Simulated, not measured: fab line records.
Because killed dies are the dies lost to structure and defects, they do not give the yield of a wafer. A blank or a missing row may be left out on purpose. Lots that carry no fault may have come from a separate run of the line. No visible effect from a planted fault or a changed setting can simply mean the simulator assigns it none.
Which tool was responsible? -- flow nand harc -- Sampling: 24 lots, 72 wafers, 6 of 1302 route steps

WHAT EACH GAUGE READ, for each wafer
The record holds no reading of a measuring or inspecting step that can be judged against a usual standard deviation.

TOOL THAT RAN EACH LOT (tool first, then ch and the chambers of the sampled wafers, then the start)
lot,NHARC_A_STAIRCASE_ETCH_221,NHARC_A_STAIRCASE_ETCH_253,NHARC_A_STAIRCASE_HM_DEP_456,NHARC_A_STAIRCASE_ETCH_271,NHARC_A_STAIRCASE_DEP_280,NHARC_A_STAIRCASE_ETCH_294
L074,"rie diel-08 ch 0,2,3, day 16 06:28 or earlier","rie diel-08 ch 0,2,3, day 16 06:28","acl dep-01 ch 0, day 16 08:53","rie diel-03 ch 0,1,3, day 16 11:49","pecvd-02 ch 0,2, day 17 00:13","rie diel-03 ch 2,3, no start"
L075,"rie diel-03 ch 1,3, day 16 22:40 or earlier","rie diel-03 ch 0,3, day 16 22:40","acl dep-03 ch 0, day 17 05:17","rie diel-10 ch 0,3, day 17 09:26","pecvd-02 ch 1,2, day 17 16:43","rie diel-10 ch 0,1,3, no start"
L076,"rie diel-10 ch 0,3, day 16 22:20 or earlier","rie diel-03 ch 2,3, day 16 22:20","acl dep-01 ch 0, day 17 04:22","rie diel-10 ch 0,1,3, day 17 09:20","pecvd-03 ch 1,2, day 17 14:48","rie diel-08 ch 1,3, no start"
L077,"rie diel-08 ch 0,1,3, day 17 04:44 or earlier","rie diel-08 ch 1,2,3, day 17 04:44","acl dep-01 ch 0, day 17 09:42","rie diel-08 ch 0,1,3, day 17 12:42","pecvd-01 ch 0,1,2, day 17 17:35","rie diel-03 ch 0,1,3, no start"
L078,"rie diel-08 ch 1,3, day 17 20:23 or earlier","rie diel-03 ch 0,1, day 17 20:23","acl dep-02 ch 0, day 18 01:13","rie diel-10 ch 0,1,2, day 18 04:01","pecvd-03 ch 0,1, day 18 09:37","rie diel-08 ch 1,2, no start"
L079,"rie diel-08 ch 0,1,3, day 18 14:14 or earlier","rie diel-03 ch 1,2,3, day 18 14:14","acl dep-03 ch 0, day 18 15:08","rie diel-03 ch 0,2,3, day 18 18:04","pecvd-01 ch 1,2, day 19 00:25","rie diel-10 ch 1,3, no start"
L080,"rie diel-10 ch 0,2, day 18 14:02 or earlier","rie diel-08 ch 1,2, day 18 14:02","acl dep-01 ch 0, day 18 14:56","rie diel-08 ch 1,3, day 18 17:46","pecvd-03 ch 0,2, day 18 22:43","rie diel-03 ch 1,2,3, no start"
L081,"rie diel-08 ch 0,1,3, day 19 08:22 or earlier","rie diel-10 ch 0,2,3, day 19 08:22","acl dep-03 ch 0, day 19 09:53","rie diel-08 ch 1,2, day 19 12:05","pecvd-03 ch 0,1,2, day 19 19:00","rie diel-03 ch 2,3, no start"
L082,"rie diel-03 ch 0,2, day 20 01:50 or earlier","rie diel-03 ch 0,2,3, day 20 01:50","acl dep-03 ch 0, day 20 03:07","rie diel-08 ch 0,2,3, day 20 05:46","pecvd-02 ch 0,1,2, day 20 11:25","rie diel-03 ch 0,1,3, no start"
L083,"rie diel-03 ch 0,1,3, day 20 16:27 or earlier","rie diel-08 ch 1,2,3, day 20 16:27","acl dep-01 ch 0, day 20 17:47","rie diel-10 ch 0,1,3, day 20 20:35","pecvd-01 ch 0,1,2, day 21 02:17","rie diel-10 ch 1,2,3, no start"
L085,"rie diel-03 ch 2,3, day 20 21:01 or earlier","rie diel-08 ch 2,3, day 20 21:01","acl dep-02 ch 0, day 20 21:55","rie diel-10 ch 0,1,2, day 21 00:52","pecvd-03 ch 0,2, day 21 12:18","rie diel-08 ch 2,3, no start"
L086,"rie diel-08 ch 1,2, day 20 21:56 or earlier","rie diel-08 ch 1,2,3, day 20 21:56","acl dep-01 ch 0, day 20 22:50","rie diel-08 ch 0,1, day 21 02:16","pecvd-02 ch 0,1,2, day 21 08:03","rie diel-03 ch 0,1, no start"
L084,"rie diel-08 ch 0,3, day 21 02:43 or earlier","rie diel-08 ch 0,1,3, day 21 02:43","acl dep-01 ch 0, day 21 03:56","rie diel-03 ch 2,3, day 21 06:37","pecvd-03 ch 0,1,2, day 21 15:59","rie diel-08 ch 0,3, no start"
L087,"rie diel-08 ch 0,1,2, day 21 14:40 or earlier","rie diel-03 ch 2,3, day 21 14:40","acl dep-03 ch 0, day 21 19:28","rie diel-10 ch 1,2,3, day 21 22:15","pecvd-01 ch 0,2, day 22 06:56","rie diel-10 ch 0,3, no start"
L088,"rie diel-10 ch 0,1,3, day 22 12:38 or earlier","rie diel-08 ch 2,3, day 22 12:38","acl dep-01 ch 0, day 22 15:34","rie diel-10 ch 0,1,2, day 22 18:14","pecvd-03 ch 0,1,2, day 22 23:07","rie diel-10 ch 0,1,3, no start"
L091,"rie diel-08 ch 0,1, day 22 19:54 or earlier","rie diel-10 ch 0,3, day 22 19:54","acl dep-02 ch 0, day 22 20:48","rie diel-03 ch 2,3, day 22 23:43","pecvd-01 ch 0,1,2, day 23 04:41","rie diel-10 ch 0,2,3, no start"
L089,"rie diel-10 ch 0,2,3, day 23 04:13 or earlier","rie diel-03 ch 1,2, day 23 04:13","acl dep-01 ch 0, day 23 07:06","rie diel-08 ch 0,2, day 23 09:43","pecvd-01 ch 0,2, day 23 17:39","rie diel-03 ch 1,2, no start"
L092,"rie diel-10 ch 0,3, day 23 07:25 or earlier","rie diel-10 ch 0,2,3, day 23 07:25","acl dep-02 ch 0, day 23 08:18","rie diel-08 ch 0,1,2, day 23 14:20","pecvd-03 ch 0,1, day 23 19:18","rie diel-10 ch 0,1,3, no start"
L090,"rie diel-08 ch 0,3, day 23 07:49 or earlier","rie diel-08 ch 1,2,3, day 23 07:49","acl dep-01 ch 0, day 23 09:01","rie diel-10 ch 0,1,3, day 23 13:57","pecvd-02 ch 1,2, day 23 19:00","rie diel-08 ch 0,1,2, no start"
L093,"rie diel-03 ch 0,1,3, day 24 01:39 or earlier","rie diel-10 ch 0,1,2, day 24 01:39","acl dep-03 ch 0, day 24 06:14","rie diel-08 ch 1,2,3, day 24 09:11","pecvd-01 ch 0,1,2, day 24 17:37","rie diel-08 ch 0,1,2, no start"
L094,"rie diel-10 ch 0,1,2, day 24 14:11 or earlier","rie diel-10 ch 1,2, day 24 14:11","acl dep-02 ch 0, day 24 17:54","rie diel-08 ch 2,3, day 24 20:31","pecvd-03 ch 0,1, day 25 01:22","rie diel-03 ch 0,2, no start"
L095,"rie diel-10 ch 0,2,3, day 25 07:02 or earlier","rie diel-10 ch 1,3, day 25 07:02","acl dep-03 ch 0, day 25 08:34","rie diel-03 ch 0,1, day 25 11:17","pecvd-01 ch 0,1, day 25 18:01","rie diel-08 ch 0,3, no start"
L096,"rie diel-10 ch 1,3, day 25 07:27 or earlier","rie diel-10 ch 1,3, day 25 07:27","acl dep-01 ch 0, day 25 08:21","rie diel-08 ch 0,3, day 25 11:19","pecvd-03 ch 0,2, day 25 16:11","rie diel-03 ch 1,2, no start"
L097,"rie diel-08 ch 1,2,3, day 25 17:37 or earlier","rie diel-10 ch 0,2,3, day 25 17:37","acl dep-01 ch 0, day 25 18:34","rie diel-08 ch 0,3, day 25 21:29","pecvd-03 ch 0,2, day 26 04:43","rie diel-03 ch 1,3, no start"
- NHARC_A_STAIRCASE_ETCH_221: etches the open film in C4F8/O2, target depth 100 nm, time 40.5 s.
- NHARC_A_STAIRCASE_ETCH_253: etches the open film in C4F8/O2, target depth 50 nm, time 20.2 s.
- NHARC_A_STAIRCASE_HM_DEP_456: deposits aC, target thk 3100 nm.
- NHARC_A_STAIRCASE_ETCH_271: etches the open film in CF4/CHF3.
- NHARC_A_STAIRCASE_DEP_280: deposits SiON, target thk 30 nm.
- NHARC_A_STAIRCASE_ETCH_294: etches the open film in C4F8/O2/Ar, target depth 4989 nm, time 1211.6 s.

WHAT THE TOOLS THEMSELVES READ (means of the sampled wafers that have a number; where no wafer has one, the mark that the record gives instead)
NHARC_A_STAIRCASE_ETCH_221. Usual: bias w 1000.4 W, standard deviation 2.9; oes product au 0.939 a.u., standard deviation 0.016; rf vpp V 896 V, standard deviation 6.2.
lot,tool,bias w (W),oes product au (a.u.),rf vpp V (V),flag
L074,rie diel-08,1000.0,0.938,897,
L075,rie diel-03,1000.9,0.917,890,
L076,rie diel-10,1000.2,0.931,889,
L077,rie diel-08,1004.1,0.933,896,
L078,rie diel-08,999.6,0.937,897,
L079,rie diel-08,1000.6,0.943,896,
L080,rie diel-10,1001.4,0.938,894,
L081,rie diel-08,1002.4,0.947,896,
L082,rie diel-03,1000.4,0.939,891,
L083,rie diel-03,1001.3,0.941,895,
L085,rie diel-03,998.6,0.963,902,
L086,rie diel-08,1000.2,0.953,900,
L084,rie diel-08,1002.7,0.949,896,
L087,rie diel-08,1000.2,0.950,900,
L088,rie diel-10,1000.6,0.934,895,
L091,rie diel-08,1002.0,0.950,899,
L089,rie diel-10,1000.4,0.955,897,
L092,rie diel-10,998.8,0.922,897,
L090,rie diel-08,998.5,0.927,896,
L093,rie diel-03,1000.4,0.947,895,
L094,rie diel-10,999.1,0.947,892,
L095,rie diel-10,1002.9,0.926,898,
L096,rie diel-10,998.6,0.920,898,
L097,rie diel-08,998.4,0.962,902,

NHARC_A_STAIRCASE_ETCH_253. Usual: bias w 999.8 W, standard deviation 2.9; oes product au 0.956 a.u., standard deviation 0.022; rf vpp V 896 V, standard deviation 6.6.
lot,tool,bias w (W),oes product au (a.u.),rf vpp V (V),flag
L074,rie diel-08,1001.0,0.968,897,
L075,rie diel-03,997.1,0.922,899,
L076,rie diel-03,1001.8,0.972,890,
L077,rie diel-08,1001.6,0.968,896,
L078,rie diel-03,998.6,0.968,898,
L079,rie diel-03,1000.7,0.913,890,
L080,rie diel-08,1001.3,0.922,901,
L081,rie diel-10,998.6,0.967,899,
L082,rie diel-03,999.9,0.953,894,
L083,rie diel-08,998.1,0.976,895,
L085,rie diel-08,998.2,0.967,891,
L086,rie diel-08,997.3,0.982,895,
L084,rie diel-08,1000.0,0.918,896,
L087,rie diel-03,1001.0,0.962,903,
L088,rie diel-08,1000.5,0.980,891,
L091,rie diel-10,1002.0,0.969,897,
L089,rie diel-03,998.2,0.960,894,
L092,rie diel-10,999.2,0.961,897,
L090,rie diel-08,999.4,0.971,895,
L093,rie diel-10,1003.4,0.920,891,
L094,rie diel-10,1001.0,0.966,889,
L095,rie diel-10,1001.8,0.970,893,
L096,rie diel-10,998.9,0.952,893,
L097,rie diel-10,998.4,0.965,897,

NHARC_A_STAIRCASE_HM_DEP_456. Usual: throttle valve pct 34.999 %, standard deviation 0.0088.
lot,tool,throttle valve pct (%),flag
L074,acl dep-01,34.993,
L075,acl dep-03,34.995,
L076,acl dep-01,35.001,
L077,acl dep-01,35.001,
L078,acl dep-02,34.999,
L079,acl dep-03,34.995,
L080,acl dep-01,35.010,
L081,acl dep-03,35.000,
L082,acl dep-03,34.996,
L083,acl dep-01,34.994,
L085,acl dep-02,34.990,
L086,acl dep-01,35.003,
L084,acl dep-01,34.998,
L087,acl dep-03,34.996,
L088,acl dep-01,34.995,
L091,acl dep-02,34.995,
L089,acl dep-01,34.992,
L092,acl dep-02,35.005,
L090,acl dep-01,34.992,
L093,acl dep-03,35.001,
L094,acl dep-02,35.000,
L095,acl dep-03,34.996,
L096,acl dep-01,35.002,
L097,acl dep-01,34.998,

NHARC_A_STAIRCASE_ETCH_271. Usual: bias w 199.9 W, standard deviation 0.59; cf4 flow sccm 99.96 sccm, standard deviation 0.29; drypump motor current A 5.7 A, standard deviation 0.35; oes product au 0.949 a.u., standard deviation 0.022; rf vpp V 370.8 V, standard deviation 2.7; showerhead plenum p Torr 1.58 Torr, standard deviation 0.077; throttle valve pct 16.803 %, standard deviation 0.0085.
lot,tool,bias w (W),cf4 flow sccm (sccm),drypump motor current A (A),oes product au (a.u.),rf vpp V (V),showerhead plenum p Torr (Torr),throttle valve pct (%),flag
L074,rie diel-03,199.9,100.06,5.8,0.931,370.4,1.57,16.798,
L075,rie diel-10,200.3,99.77,5.3,0.938,368.5,1.51,16.813,
L076,rie diel-10,200.0,99.85,5.6,0.932,366.9,1.49,16.804,
L077,rie diel-08,199.6,100.10,6.0,0.954,371.1,1.58,16.800,
L078,rie diel-10,199.8,99.73,5.4,0.921,369.1,1.53,16.802,
L079,rie diel-03,200.5,99.72,5.6,0.957,369.3,1.56,16.811,
L080,rie diel-08,200.1,100.04,6.1,0.959,369.2,1.52,16.789,
L081,rie diel-08,199.7,100.00,5.9,0.978,372.1,1.62,16.800,
L082,rie diel-08,200.3,99.89,6.0,0.931,370.1,1.58,16.798,
L083,rie diel-10,199.7,100.16,5.6,0.951,370.5,1.57,16.809,
L085,rie diel-10,200.0,99.98,5.4,0.929,369.5,1.53,16.809,
L086,rie diel-08,200.5,99.88,5.9,0.920,372.6,1.63,16.807,
L084,rie diel-03,199.6,100.27,5.6,0.958,373.3,1.66,16.798,
L087,rie diel-10,199.9,100.13,5.5,0.961,370.5,1.58,16.798,
L088,rie diel-10,199.8,99.69,5.5,0.977,368.3,1.52,16.800,
L091,rie diel-03,199.5,100.02,5.6,0.966,371.8,1.60,16.815,
L089,rie diel-08,199.8,99.99,5.8,0.937,372.4,1.62,16.798,
L092,rie diel-08,200.3,100.29,5.9,0.927,372.6,1.62,16.798,
L090,rie diel-10,199.5,99.83,5.6,0.936,370.1,1.56,16.810,
L093,rie diel-08,200.0,99.99,6.0,0.967,372.6,1.64,16.804,
L094,rie diel-08,200.5,100.06,6.1,0.980,374.9,1.67,16.807,
L095,rie diel-03,199.8,100.08,6.0,0.960,367.8,1.53,16.805,
L096,rie diel-08,199.6,99.64,6.0,0.933,372.5,1.65,16.801,
L097,rie diel-08,200.8,100.09,6.0,0.994,373.0,1.65,16.807,

NHARC_A_STAIRCASE_DEP_280. Usual: chamber pressure Torr 3.501 Torr, standard deviation 0.0083; heater power w 780 W, standard deviation 100; showerhead vpp V 1161 V, standard deviation 41.
lot,tool,chamber pressure Torr (Torr),heater power w (W),showerhead vpp V (V),flag
L074,pecvd-02,3.507,686,1129,
L075,pecvd-02,3.497,908,1148,
L076,pecvd-03,3.504,705,1161,
L077,pecvd-01,3.495,755,1161,
L078,pecvd-03,3.501,855,1183,
L079,pecvd-01,3.495,750,1134,
L080,pecvd-03,3.504,697,1149,
L081,pecvd-03,3.504,717,1169,
L082,pecvd-02,3.499,792,1151,
L083,pecvd-01,3.500,771,1153,
L085,pecvd-03,3.500,739,1168,
L086,pecvd-02,3.496,830,1141,
L084,pecvd-03,3.508,785,1164,
L087,pecvd-01,3.491,831,1202,
L088,pecvd-03,3.496,782,1171,
L091,pecvd-01,3.497,859,1155,
L089,pecvd-01,3.502,799,1198,
L092,pecvd-03,3.506,786,1197,
L090,pecvd-02,3.496,760,1129,
L093,pecvd-01,3.499,786,1179,
L094,pecvd-03,3.501,795,1186,
L095,pecvd-01,3.500,958,1156,
L096,pecvd-03,3.502,688,1140,
L097,pecvd-03,3.493,690,1152,

NHARC_A_STAIRCASE_ETCH_294. Usual: bias w 3000 W, standard deviation 8.3; oes product au 0.933 a.u., standard deviation 0.014; rf vpp V 1827 V, standard deviation 13.
lot,tool,bias w (W),oes product au (a.u.),rf vpp V (V),flag
L074,rie diel-03,2998,0.933,1814,
L075,rie diel-10,3008,0.928,1813,
L076,rie diel-08,3001,0.938,1819,
L077,rie diel-03,2992,0.916,1826,
L078,rie diel-08,3001,0.937,1836,
L079,rie diel-10,2991,0.940,1823,
L080,rie diel-03,2997,0.923,1815,
L081,rie diel-03,3001,0.909,1820,
L082,rie diel-03,3003,0.912,1825,
L083,rie diel-10,2990,0.923,1827,
L085,rie diel-08,3001,0.947,1817,
L086,rie diel-03,3005,0.945,1829,
L084,rie diel-08,3001,0.940,1827,
L087,rie diel-10,3004,0.931,1836,
L088,rie diel-10,3001,0.929,1825,
L091,rie diel-10,2994,0.942,1829,
L089,rie diel-03,3002,0.920,1822,
L092,rie diel-10,3003,0.928,1825,
L090,rie diel-08,2988,0.955,1834,
L093,rie diel-08,2995,0.936,1834,
L094,rie diel-03,3004,0.938,1843,
L095,rie diel-08,3003,0.956,1840,
L096,rie diel-03,3012,0.922,1834,
L097,rie diel-03,3004,0.930,1818,

THE ANSWER, worked out from the rows above alone
Rule: take the mean of a lot's wafers that have a number; if it is more than 3 standard deviations from the usual mean, the lot is off. A lot without any number at a reading at which 4 lots or more have one is off too. Where the step has rows for the other lots, those lots are counted as sound. Order of review: gauges by route order, followed by the tools' own readings, for which a lot's mean as printed above is used. At the first step where some lot is off, the reading lying furthest off is the one used; lots without a number count as furthest.
Nothing can be told from this: no lot is off at any reading shown.

WHAT HAD BEEN PUT IN BY THE SIMULATOR
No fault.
